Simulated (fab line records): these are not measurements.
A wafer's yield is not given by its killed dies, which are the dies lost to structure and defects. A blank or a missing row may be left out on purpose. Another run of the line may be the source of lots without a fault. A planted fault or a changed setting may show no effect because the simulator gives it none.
Matching of chambers	flow nandHarc	NHARC_A_CONTACT_ALD_18 on aldMetal-02: 4 sister chambers
The step deposits TiN, target thk 3 nm, pulse time 1 s, ald cycles 150. 14 wafers are shown with their chamber, then 7 later ones without.

## EACH WAFER AND ITS CHAMBER
wafer	chamber	heaterPowerW (W)	precursorPulseHeightRel
L587.4	2	1286	1.024
L587.5	3	1098	1.001
L587.6	2	1256	0.989
L586.1	1	1351	1.014
L586.2	0	922	1.012
L586.5	3	1097	1.002
L588.3	2	1289	0.965
L588.5	2	1285	1.018
L588.6	3	1105	1.042
L590.4	1	1336	1.032
L590.5	2	1292	0.987
L590.6	3	1090	1.020
L596.1	1	1312	1.024
L596.2	3	1123	1.011

SIGNATURES (means of the wafers above)
reading	chamber 0	chamber 1	chamber 2	chamber 3	scatter within a chamber
heaterPowerW	922.00	1333.00	1281.60	1102.60	15
precursorPulseHeightRel	1.01200	1.02333	0.99660	1.01520	0.0191
Rule: a wafer lies at a distance from a chamber equal to the root of the sum of squares, over the readings, of (its reading less the chamber's mean, divided by the reading's scatter). The wafer belongs to the nearest chamber; if the next one is less than 2 further off, it can't be placed. The scatter: the root of (the sum of the squares of (reading less its chamber's mean) over the shown wafers, divided by (wafers less chambers)).

## WAFERS WHOSE CHAMBER IS MISSING
wafer	heaterPowerW (W)	precursorPulseHeightRel
L596.5	1204	0.997
L598.1	920	1.013
L598.5	1272	1.011
L598.6	1295	0.992
L607.2	1317	0.973
L607.5	1314	0.996
L607.6	939	0.978

## WHICH CHAMBER EACH WENT THROUGH
wafer	from the rows above	in truth
L596.5	can't be placed: 2 or 3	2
L598.1	0	0
L598.5	2	2
L598.6	2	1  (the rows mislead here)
L607.2	can't be placed: 2 or 1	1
L607.5	can't be placed: 1 or 2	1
L607.6	0	0
Placed correctly: 3 of 7. These rows do not allow placing 3 (true chamber among the candidates in 3). 1 placed wrongly.
